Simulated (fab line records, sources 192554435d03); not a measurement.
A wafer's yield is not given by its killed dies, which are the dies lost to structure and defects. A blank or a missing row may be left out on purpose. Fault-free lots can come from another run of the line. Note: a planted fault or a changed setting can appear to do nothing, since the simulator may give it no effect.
Struck lot and sound lot, side by side | flow n5_finfet | 28 steps out of a route of 1938
Sound: wafers L114.1, L114.3, L114.5. The struck wafers were L129.1, L129.2, L129.3. The cause comes at the end.
Order at every step that has rows: each side's tool, ch and its chambers, its first start. Under that, the readings that differ: sound wafers | struck wafers | difference of the means | sigmas: that difference in standard deviations of wafers without a fault.
alike: same words and numbers on both sides, and readings whose means sit less than 2 such deviations apart. not compared: any withheld reading, any reading some wafer has no value for, any bound like >300 that may hide the same value, and any number with overlapping values for which the record gives no deviation.
Wherever a step has rows on one side only, a row that says differs or no value, or a row with sigmas, the two part there. Numbers that have no deviation but don't overlap get no sigmas and don't part them. Lack of a reading on every wafer of one side parts them only where that side has two or more wafers.

first, 1 step without rows for these wafers: N5_GATE_CUT_ETCHBACK_30 (etches TiN in Cl2/Ar, target depth 3 nm).
N5_GATE_CUT_VAPOR_ETCH_60: etches HfO2 in BCl3/Cl2.
  sound on rie_metal-03 ch 1, day 4 19:23; struck on rie_metal-02 ch 0,1, day 8 12:08
  alike: drypump_motor_current_A, oes_product_au
N5_GATE_CUT_ETCH_58: etches SiNx in CH3F/O2, target depth 17 nm, time 128.6 s.
  sound on rie_diel-03 ch 1,2,3, day 4 19:29; struck on rie_diel-01 ch 0,1,2, day 8 12:20
  alike: drypump_motor_current_A, oes_product_au, rf_vpp_V, showerhead_plenum_p_Torr, throttle_valve_pct
  not compared: rf_hours_counter_h
then, 3 steps without rows for these wafers: N5_GATE_CUT_STRIP_59 (strips in N2/H2, time 20 s); N5_GATE_CUT_PRECLEAN_31 (cleans in DIW, time 300 s); N5_GATE_CUT_SRD_32 (time 30 s).
N5_GATE_CUT_SAC_CAP_01: material SiNx, target thk 24 nm, pulse time 1 s, ald cycles 480.
  sound on ald_sin-04 ch 0,3, day 4 19:54; struck on ald_sin-01 ch 1,2,3, day 8 13:17
  alike: heater_power_w, precursor_pulse_height_rel
then, 4 steps without rows for these wafers: N5_GATE_CUT_PECVD_57 (deposits SiNx from SiH4/NH3/N2, target thk 21 nm); N5_GATE_CUT_CMP_02 (polishes, stops on SiO2, t overpolish 12.7 s, target thk 0 nm); N5_GATE_CUT_HM_DEP_46 (deposits SiO2 from TEOS/O2, target thk 130 nm, time 26.6 s); N5_GATE_CUT_COAT_34 (time 60 s, resist thk 60 nm).
N5_GATE_CUT_COAT_35: time 60 s, resist thk 10 nm.
  sound on litho_track-01 ch 0, day 4 22:37; struck on litho_track-02 ch 0, day 8 15:56
  reading              | sound                | struck               | difference | sigmas
  spin_speed_rpm (rpm) | 1500.4 1501.2 1499.5 | 1563.0 1561.4 1563.2 | +62.2      | +65
  alike: dispense_pressure_kPa
then, 7 steps without rows for these wafers: N5_GATE_CUT_COAT_27 (time 60 s, resist thk 10 nm); N5_GATE_CUT_COAT_07 (resist thk 30 nm); N5_GATE_CUT_EBR_09; N5_GATE_CUT_SOFTBAKE_08 (time 60 s); N5_GATE_CUT_EXPOSE_10 (exposes mask GATE CUT, target cd 20 nm); N5_GATE_CUT_PEB_11 (peb time 60 s); N5_GATE_CUT_DEVELOP_12 (develop time 30 s).
N5_GATE_CUT_CD_MEAS_13: the cd target is 20 nm.
  sound on cd_sem-01 ch 0, day 4 22:52; struck on cd_sem-03 ch 0, day 8 16:20
  alike: cd_nm
N5_GATE_CUT_OVL_MEAS_14:
  sound on overlay-01 ch 0, day 4 22:54; struck on overlay-02 ch 0, day 8 16:22
  alike: GATE_CUT_OVL
N5_GATE_CUT_INSPECT_15: inspects for defects (brightfield).
  sound on defect_inspect-01, day 4 22:58; struck on defect_inspect-01, day 8 16:25
  alike: raw_defect_count
N5_GATE_CUT_DESCUM_18: chemistry O2, time 7 s.
  sound on rie_diel-01 ch 0,1,2, day 4 23:36; struck on rie_diel-05 ch 0,2,3, day 8 16:49
  alike: drypump_motor_current_A, oes_product_au, rf_vpp_V, showerhead_plenum_p_Torr, throttle_valve_pct
  not compared: rf_hours_counter_h
then, 1 step without rows for these wafers: N5_GATE_CUT_ETCH_28 (etches underlayer in N2/H2, target depth 13 nm, time 10.4 s).
N5_GATE_CUT_ETCH_36: etches SiARC in CF4, target depth 13 nm, time 21.7 s.
  sound on rie_diel-01 ch 0,1,2, day 4 23:39; struck on rie_diel-05 ch 0,2,3, day 8 16:52
  reading                  | sound             | struck            | difference | sigmas
  model.etch.depth_nm (nm) | 10.02 9.999 10.02 | 9.761 9.749 9.775 | -0.251     |
  alike: drypump_motor_current_A, etch_rf_on_time_s, oes_product_au, rf_vpp_V, showerhead_plenum_p_Torr, throttle_valve_pct
  not compared: rf_hours_counter_h
N5_GATE_CUT_ETCH_37: etches SOC in N2/H2, target depth 60 nm, overetch 12 nm, time 90 s.
  sound on rie_diel-01 ch 0,1,2, day 4 23:41; struck on rie_diel-05 ch 0,2,3, day 8 16:54
  alike: drypump_motor_current_A, oes_product_au, rf_vpp_V, showerhead_plenum_p_Torr, throttle_valve_pct
  not compared: rf_hours_counter_h
-- record jumps: 3 days separate the struck wafers' starts on either side; left off in module GATE_CUT, taken up again in module BEOL_M4, whose first shown step is the route's number 1111 --
N5_BEOL_M4_RC_MEAS_101:
  sound on prober-02 ch 0, day 8 10:01; struck on prober-02 ch 0, day 12 04:20
  alike: DIBL_N, DIBL_P, IOFF_N, IOFF_P, ION_N, ION_P, SS_N, SS_P, VT_N, VT_P
then, 1 step without rows for these wafers: N5_PASSIVATION_PROBE_49.

## WHERE THEY PART
At N5_GATE_CUT_COAT_35 and nowhere else, as far as this record goes. Later steps at which nothing parts them and some readings are alike: N5_GATE_CUT_CD_MEAS_13, N5_GATE_CUT_OVL_MEAS_14, N5_GATE_CUT_INSPECT_15, N5_GATE_CUT_DESCUM_18, N5_GATE_CUT_ETCH_36, N5_GATE_CUT_ETCH_37, N5_BEOL_M4_RC_MEAS_101.

WHY: the cause the simulator had injected
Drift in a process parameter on litho_track-02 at N5_GATE_CUT_COAT_35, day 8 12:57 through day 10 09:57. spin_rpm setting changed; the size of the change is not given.
